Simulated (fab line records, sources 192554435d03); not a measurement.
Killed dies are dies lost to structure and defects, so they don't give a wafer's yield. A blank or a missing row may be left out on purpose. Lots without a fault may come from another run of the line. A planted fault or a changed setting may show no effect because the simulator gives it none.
Chamber matching | flow n5_finfet | N5_BEOL_M8_STRIP_19 on rie_diel-02: 4 sister chambers
The step strips in O2. 20 wafers are shown with their chamber, then 10 later ones without.

WAFERS WITH THEIR CHAMBER
wafer  | chamber | drypump_motor_current_A (A) | showerhead_plenum_p_Torr (Torr) | throttle_valve_pct (%)
L074.1 | 3       | 5.9                         | 2.06                            | 16.88
L074.4 | 1       | 5.5                         | 2.05                            | 16.21
L074.5 | 0       | 5.1                         | 2.06                            | 16.56
L079.1 | 1       | 5.5                         | 2.04                            | 16.19
L079.3 | 0       | 5.1                         | 2.06                            | 16.60
L079.6 | 2       | 6.3                         | 2.03                            | 16.72
L082.3 | 0       | 5.0                         | 2.06                            | 16.60
L082.4 | 3       | 6.0                         | 2.06                            | 16.89
L082.5 | 2       | 6.2                         | 2.03                            | 16.75
L083.2 | 1       | 5.5                         | 2.04                            | 16.23
L083.5 | 1       | 5.5                         | 2.04                            | 16.21
L083.6 | 0       | 5.0                         | 2.06                            | 16.59
L084.2 | 2       | 6.2                         | 2.03                            | 16.75
L084.3 | 3       | 6.0                         | 2.06                            | 16.92
L084.6 | 3       | 5.9                         | 2.05                            | 16.93
L085.2 | 2       | 6.2                         | 2.03                            | 16.78
L085.5 | 2       | 6.2                         | 2.03                            | 16.76
L085.6 | 1       | 5.5                         | 2.04                            | 16.24
L087.1 | 3       | 5.9                         | 2.05                            | 16.47
L087.5 | 2       | 6.2                         | 2.03                            | 16.79

SIGNATURES (means of the wafers above)
reading                  | chamber 0 | chamber 1 | chamber 2 | chamber 3 | scatter within a chamber
drypump_motor_current_A  | 5.050     | 5.500     | 6.217     | 5.940     | 0.0435
showerhead_plenum_p_Torr | 2.0600    | 2.0420    | 2.0300    | 2.0560    | 0.00354
throttle_valve_pct       | 16.5875   | 16.2160   | 16.7583   | 16.8180   | 0.0996
Rule: a wafer's distance from a chamber is the root of the sum, over the readings, of the square of ((its reading less the chamber's mean) divided by the reading's scatter). The wafer belongs to the nearest chamber; if the next one is less than 2 further off, it can't be placed. The scatter: the root of (the sum of the squares of (reading less its chamber's mean) over the shown wafers, divided by (wafers less chambers)).

WAFERS WITHOUT THEIR CHAMBER
wafer  | drypump_motor_current_A (A) | showerhead_plenum_p_Torr (Torr) | throttle_valve_pct (%)
L087.6 | 5.9                         | 2.05                            | 16.46
L090.2 | 5.0                         | 2.05                            | 16.63
L090.3 | 6.3                         | 2.02                            | 16.80
L090.5 | 6.0                         | 2.05                            | 16.46
L091.2 | 6.3                         | 2.03                            | 16.79
L091.3 | 6.0                         | 2.05                            | 16.49
L091.6 | 5.5                         | 2.03                            | 16.26
L097.3 | 5.0                         | 2.04                            | 16.65
L097.5 | 5.5                         | 2.03                            | 16.29
L097.6 | 6.2                         | 2.02                            | 16.81

WHICH CHAMBER EACH WENT THROUGH
wafer  | from the rows above | in truth
L087.6 | 3                   | 3
L090.2 | 0                   | 0
L090.3 | 2                   | 2
L090.5 | 3                   | 3
L091.2 | 2                   | 2
L091.3 | 3                   | 3
L091.6 | 1                   | 1
L097.3 | 0                   | 0
L097.5 | 1                   | 1
L097.6 | 2                   | 2
Placed correctly: 10 of 10. Can't be placed from these rows: 0. Placed wrongly: 0.
